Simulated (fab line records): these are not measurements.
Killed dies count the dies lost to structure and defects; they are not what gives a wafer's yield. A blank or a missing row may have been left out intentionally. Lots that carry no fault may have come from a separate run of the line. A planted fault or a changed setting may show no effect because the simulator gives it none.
Which of the tools did it? ; flow nand harc ; 23 lots, 69 wafers sampled, at 3 steps of a route of 1302

WHAT EACH GAUGE READ, for each wafer
NHARC_A_CHANNEL_HOLE_D2_CD_MEAS_31. Usual: cd nm 89.3 nm, standard deviation 1.1.
lot;measured;on;cd nm (nm);flag
L074;day 13 14:03;cd sem-03;87.7 90.6 88.3;
L075;day 14 04:19;cd sem-03;90.8 89.8 87.7;
L076;day 14 04:24;cd sem-01;89.6 86.2 88.5;
L077;day 14 22:34;cd sem-02;89.8 87.9 89.1;
L078;day 14 22:29;cd sem-01;86.7 88.1 87.5;
L079;day 15 11:48;cd sem-01;89.7 88.5 88.3;
L080;day 15 12:13;cd sem-01;89.5 88.1 89.0;
L081;day 16 06:28;cd sem-02;89.3 91.1 88.4;
L082;day 16 18:13;cd sem-02;87.7 88.8 89.2;
L083;day 17 07:04;cd sem-02;90.4 90.2 91.6;
L084;day 17 11:12;cd sem-03;89.7 90.2 90.0;
L085;day 17 19:09;cd sem-03;87.2 88.1 88.4;
L087;day 18 13:20;cd sem-01;90.2 89.6 88.2;
L086;day 18 14:49;cd sem-02;88.2 88.9 88.8;
L088;day 19 08:18;cd sem-01;88.1 90.2 89.2;
L089;day 19 09:47;cd sem-03;90.1 89.4 89.5;
L090;day 20 05:01;cd sem-01;89.9 89.6 90.6;
L091;day 20 15:10;cd sem-02;90.0 89.2 90.3;
L092;day 21 08:47;cd sem-02;88.7 90.0 88.1;
L093;day 21 12:58;cd sem-02;89.2 90.7 88.1;
L094;day 21 16:22;cd sem-03;90.2 89.6 91.1;
L095;day 22 09:37;cd sem-03;89.0 90.8 88.3;
L096;day 22 16:54;cd sem-03;91.0 89.7 89.2;

EACH LOT AND THE TOOL THAT RAN IT (in order: tool; ch and the chambers of the sampled wafers; start)
lot;NHARC_A_CHANNEL_HOLE_D2_ETCH_26;NHARC_A_CHANNEL_HOLE_D2_ETCH_27
L074;har etch-01 ch 0,1, day 13 12:18;har etch-01 ch 0,1, day 13 12:30
L075;har etch-02 ch 0,1, day 14 02:34;har etch-02 ch 0,1, day 14 02:46
L076;har etch-01 ch 0,1, day 14 02:41;har etch-01 ch 0,1, day 14 02:53
L077;har etch-02 ch 0,1, day 14 20:43;har etch-02 ch 0,1, day 14 20:55
L078;har etch-01 ch 0,1, day 14 20:47;har etch-01 ch 0,1, day 14 20:59
L079;har etch-01 ch 0,1, day 15 10:04;har etch-01 ch 0,1, day 15 10:16
L080;har etch-02 ch 0,1, day 15 10:32;har etch-02 ch 0,1, day 15 10:44
L081;har etch-01 ch 1, day 16 04:43;har etch-01 ch 1, day 16 04:55
L082;har etch-01 ch 0,1, day 16 16:28;har etch-01 ch 0,1, day 16 16:40
L083;har etch-01 ch 0,1, day 17 05:18;har etch-01 ch 0,1, day 17 05:30
L084;har etch-01 ch 0, day 17 09:29;har etch-01 ch 0, day 17 09:41
L085;har etch-01 ch 0,1, day 17 17:28;har etch-01 ch 0,1, day 17 17:40
L087;har etch-02 ch 0,1, day 18 11:38;har etch-02 ch 0,1, day 18 11:50
L086;har etch-01 ch 0,1, day 18 13:11;har etch-01 ch 0,1, day 18 13:22
L088;har etch-02 ch 0,1, day 19 06:34;har etch-02 ch 0,1, day 19 06:45
L089;har etch-01 ch 0,1, day 19 08:04;har etch-01 ch 0,1, day 19 08:15
L090;har etch-02 ch 0,1, day 20 03:19;har etch-02 ch 0,1, day 20 03:31
L091;har etch-02 ch 0,1, day 20 13:25;har etch-02 ch 0,1, day 20 13:37
L092;har etch-01 ch 0,1, day 21 07:02;har etch-01 ch 0,1, day 21 07:14
L093;har etch-01 ch 0,1, day 21 11:13;har etch-01 ch 0,1, day 21 11:25
L094;har etch-02 ch 0, day 21 14:37;har etch-02 ch 0, day 21 14:50
L095;har etch-02 ch 0,1, day 22 07:33;har etch-02 ch 0,1, day 22 07:45
L096;har etch-01 ch 0,1, day 22 15:12;har etch-01 ch 0,1, day 22 15:24
- NHARC_A_CHANNEL_HOLE_D2_ETCH_26: etches the open film in C4F8/O2/Ar, time 224.1 s, target depth 300 nm.
- NHARC_A_CHANNEL_HOLE_D2_ETCH_27: etches the open film in C4F8/O2/Ar, time 90 s, target depth 400 nm.

AS READ BY THE TOOLS THEMSELVES (means over the sampled wafers that have a number; for cases with no such wafer, the mark the record gives instead)
NHARC_A_CHANNEL_HOLE_D2_ETCH_26. Usual: bias v 300.0 V, standard deviation 2.8; chamber pressure mTorr 30.001 mTorr, standard deviation 0.027; drypump motor current A 5.9 A, standard deviation 0.62; o2 flow sccm 113.6 sccm, standard deviation 0.32; showerhead plenum p Torr 3.71 Torr, standard deviation 0.12; throttle valve pct 24.583 %, standard deviation 0.0094.
lot;tool;bias v (V);chamber pressure mTorr (mTorr);drypump motor current A (A);o2 flow sccm (sccm);showerhead plenum p Torr (Torr);throttle valve pct (%);flag
L074;har etch-01;297.7;30.031;6.4;113.7;3.71;24.572;
L075;har etch-02;302.5;29.986;5.6;113.5;3.71;24.588;
L076;har etch-01;301.2;29.983;6.4;113.8;3.70;24.586;
L077;har etch-02;299.7;29.993;5.5;113.5;3.71;24.582;
L078;har etch-01;297.4;30.019;6.0;113.4;3.66;24.583;
L079;har etch-01;301.9;30.006;6.0;113.4;3.65;24.583;
L080;har etch-02;300.7;29.990;5.6;113.7;3.70;24.584;
L081;har etch-01;301.2;30.034;6.8;113.6;3.72;24.591;
L082;har etch-01;303.5;29.989;6.0;113.3;3.64;24.581;
L083;har etch-01;301.5;30.011;6.4;113.7;3.67;24.582;
L084;har etch-01;300.8;30.011;5.6;113.9;3.59;24.596;
L085;har etch-01;299.3;29.989;6.4;113.7;3.66;24.586;
L087;har etch-02;299.5;30.005;5.3;113.8;3.90;24.588;
L086;har etch-01;299.3;30.008;6.0;113.5;3.62;24.590;
L088;har etch-02;300.9;29.980;5.4;113.6;3.90;24.581;
L089;har etch-01;302.2;29.986;6.4;113.7;3.65;24.580;
L090;har etch-02;300.4;29.997;5.3;113.8;3.89;24.577;
L091;har etch-02;301.3;29.993;5.4;113.7;3.88;24.576;
L092;har etch-01;294.8;30.006;6.4;113.4;3.64;24.585;
L093;har etch-01;301.3;29.973;6.4;113.6;3.64;24.582;
L094;har etch-02;299.3;29.988;5.8;113.4;3.72;24.583;
L095;har etch-02;299.6;29.979;5.3;113.7;3.87;24.579;
L096;har etch-01;299.4;29.985;6.4;113.5;3.63;24.585;

NHARC_A_CHANNEL_HOLE_D2_ETCH_27. Usual: bias v 399 V, standard deviation 4.2; chamber pressure mTorr 25.001 mTorr, standard deviation 0.024; drypump motor current A 5.9 A, standard deviation 0.62; o2 flow sccm 83.26 sccm, standard deviation 0.28; showerhead plenum p Torr 3.71 Torr, standard deviation 0.12; throttle valve pct 27.620 %, standard deviation 0.0084.
lot;tool;bias v (V);chamber pressure mTorr (mTorr);drypump motor current A (A);o2 flow sccm (sccm);showerhead plenum p Torr (Torr);throttle valve pct (%);flag
L074;har etch-01;398;25.015;6.4;83.13;3.70;27.617;
L075;har etch-02;399;24.998;5.6;83.31;3.71;27.621;
L076;har etch-01;400;25.018;6.4;83.24;3.69;27.618;
L077;har etch-02;395;24.980;5.5;83.56;3.70;27.609;
L078;har etch-01;401;25.005;6.0;83.65;3.65;27.617;
L079;har etch-01;400;24.993;6.0;83.25;3.65;27.621;
L080;har etch-02;402;24.998;5.6;83.13;3.70;27.616;
L081;har etch-01;399;25.013;6.8;83.42;3.72;27.623;
L082;har etch-01;405;25.012;6.0;83.22;3.64;27.616;
L083;har etch-01;396;25.010;6.4;83.65;3.67;27.616;
L084;har etch-01;403;25.003;5.6;83.46;3.59;27.614;
L085;har etch-01;396;24.988;6.4;83.45;3.66;27.622;
L087;har etch-02;395;25.005;5.4;83.67;3.89;27.619;
L086;har etch-01;396;24.986;6.0;83.11;3.62;27.624;
L088;har etch-02;395;24.991;5.3;82.99;3.89;27.607;
L089;har etch-01;404;25.021;6.4;83.42;3.65;27.623;
L090;har etch-02;401;25.026;5.4;83.26;3.88;27.620;
L091;har etch-02;398;25.006;5.3;83.68;3.87;27.617;
L092;har etch-01;401;24.978;6.4;82.81;3.63;27.625;
L093;har etch-01;401;24.985;6.4;82.92;3.63;27.615;
L094;har etch-02;397;24.978;5.7;83.25;3.71;27.620;
L095;har etch-02;398;24.991;5.4;82.95;3.86;27.624;
L096;har etch-01;397;24.989;6.4;83.47;3.62;27.630;

THE ANSWER, worked out from the rows above alone
Rule: take the mean of a lot's wafers that have a number; if it is more than 3 standard deviations from the usual mean, the lot is off. A lot without any number at a reading at which 4 lots or more have one is off too. Where the step has rows for the other lots, those lots are counted as sound. After the gauges, taken in route order, come the tools' own readings; for these a lot's mean is taken, as printed above. At the first step where some lot is off, the reading lying furthest off is the one used; lots without a number count as furthest.
No lot is off on any of the readings shown, so nothing can be concluded from this.

WHAT THE SIMULATOR HAD INSERTED
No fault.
